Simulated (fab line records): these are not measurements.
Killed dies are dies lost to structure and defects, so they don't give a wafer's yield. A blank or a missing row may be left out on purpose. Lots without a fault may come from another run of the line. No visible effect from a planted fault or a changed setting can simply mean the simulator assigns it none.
A struck lot beside a sound one ; flow n5-finfet ; 20 out of 1938 route steps
Sound: wafers L694.2, L694.5, L694.6. Struck: wafer L687.4 (left out: L687.2, L687.5 of the same lot, which were not struck); the cause appears at the end.
Per side, at each step with rows, come the tool, then ch with its chambers, and then its first start. Under that, the readings that differ: sound wafers ; struck wafers ; difference of the means ; sigmas: that difference in standard deviations of wafers without a fault.
alike: readings whose means differ by less than 2 such deviations, and words and numbers that are the same on both sides. not compared: withheld readings, readings that some wafer has no value for, bounds like >300 that may hide the same value, and numbers for which the record gives no deviation and whose values overlap.
Wherever a step has rows on one side only, a row that says differs or no value, or a row with sigmas, the two part there. Numbers that don't overlap but have no deviation are shown without sigmas and don't part them. A reading missing from all wafers of one side parts the sides only when that side holds two or more wafers.

N5_BEOL_M12_ETCH_67: etches SiARC in CF4, target depth 143 nm, time 238.3 s.
  sound on rie-diel-04 ch 1,2,3, day 13 14:44; struck on rie-diel-05 ch 1, day 12 07:02
reading;sound;struck;difference;sigmas
rf-vpp-V (V);181.6 183.3 182.0;186.3;+4.0;+3
  alike: cf4-flow-sccm, chamber-pressure-mTorr, drypump-motor-current-A, etch-rf-on-time-s, oes-product-au, showerhead-plenum-p-Torr, throttle-valve-pct
  not compared: rf-hours-counter-h
then, 4 steps without rows for these wafers: N5_BEOL_M12_ETCH_68 (etches SOC in N2/H2, time 285 s); N5_BEOL_M12_STRIP_69 (strips in N2/H2); N5_BEOL_M12_TRENCH_ETCH_34 (etches SiOC in C4F8/O2/Ar, target depth 318.95 nm, time 125.5 s); N5_BEOL_M12_STRIP_70 (strips in C4F8/O2/Ar).
N5_BEOL_M12_OCD_MEAS_35:
  struck on ocd-02, day 12 07:31; sound on ocd-02, day 13 15:13
  alike: trench-depth-nm
N5_BEOL_M12_STRIP_37: strips in N2/H2.
  sound on plasma-asher-02 ch 0,1, day 13 15:16; struck on plasma-asher-01 ch 1, day 12 07:34
  alike: drypump-motor-current-A, heater-power-w, oes-product-au
  not compared: rf-hours-counter-h
then, 3 steps without rows for these wafers: N5_BEOL_M12_ETCH_38 (etches SiCN in CF4/N2, target depth 68.7 nm, time 73.4 s); N5_BEOL_M12_PRECLEAN_39 (cleans in residue remover, time 60 s); N5_BEOL_M12_SRD_40 (time 30 s, dry time 30 s).
N5_BEOL_M12_DEGAS_41: time 60 s.
  struck on pvd-sputter-03, day 12 10:27; sound on pvd-sputter-02, day 13 19:38
  alike: heater-power-w
N5_BEOL_M12_PRE_CLEAN_42: time 30 s.
  struck on pvd-sputter-03, day 12 10:29; sound on pvd-sputter-02, day 13 19:40
  alike: heater-power-w
N5_BEOL_M12_SPUTTER_43: material TaN, target thk 15 nm, time 24.19 s.
  struck on pvd-sputter-03, day 12 10:32; sound on pvd-sputter-02, day 13 19:43
reading;sound;struck;difference;sigmas
throttle-valve-pct (%);31.6 31.6 30.9;28.1;-3.3;-3
model.TaN_of_BEOL_M12_SPUTTER_43.thk-nm (nm);15 15 15;7.6;-7.4;
then, 1 step without rows for these wafers: N5_BEOL_M12_SPUTTER_44 (material Ta, target thk 10 nm, time 16.13 s).
N5_BEOL_M12_SPUTTER_45: material Cu, target thk 80 nm, time 13.33 s.
  struck on pvd-sputter-03, day 12 10:41; sound on pvd-sputter-02, day 13 19:52
reading;sound;struck;difference;sigmas
throttle-valve-pct (%);31.8 31.7 30.9;28.1;-3.4;-3
then, 2 steps without rows for these wafers: N5_BEOL_M12_ECD_47 (material Cu, target thk 720 nm); N5_BEOL_M12_ANNEAL_48 (time 90 s).
N5_BEOL_M12_CMP_49: polishes, stops on SiOC, t overpolish 20.6 s, target thk 320 nm.
  sound on cmp-03 ch 0,1, day 13 20:29; struck on cmp-03 ch 2, day 12 11:35
reading;sound;struck;difference;sigmas
barrier-field-endpoint-s (s);29.2 28.7 29.7;22.3;-6.9;-6
  alike: edge-zone-pressure-frac, motor-current-A, platen-rpm
  not compared: pad-life-wafers
N5_BEOL_M12_THK_MEAS_50: measures by xrf.
  struck on film-metro-01, day 12 11:52; sound on film-metro-02, day 13 20:47
  alike: M12_THK
after that, 1 step had no rows for these wafers: N5_PASSIVATION_PROBE_49.

== WHERE THEY PART ==
Earliest at N5_BEOL_M12_ETCH_67; latest, in this record, at N5_BEOL_M12_CMP_49. Later steps at which nothing parts them and some readings are alike: N5_BEOL_M12_THK_MEAS_50.

WHY: what the simulator had put in
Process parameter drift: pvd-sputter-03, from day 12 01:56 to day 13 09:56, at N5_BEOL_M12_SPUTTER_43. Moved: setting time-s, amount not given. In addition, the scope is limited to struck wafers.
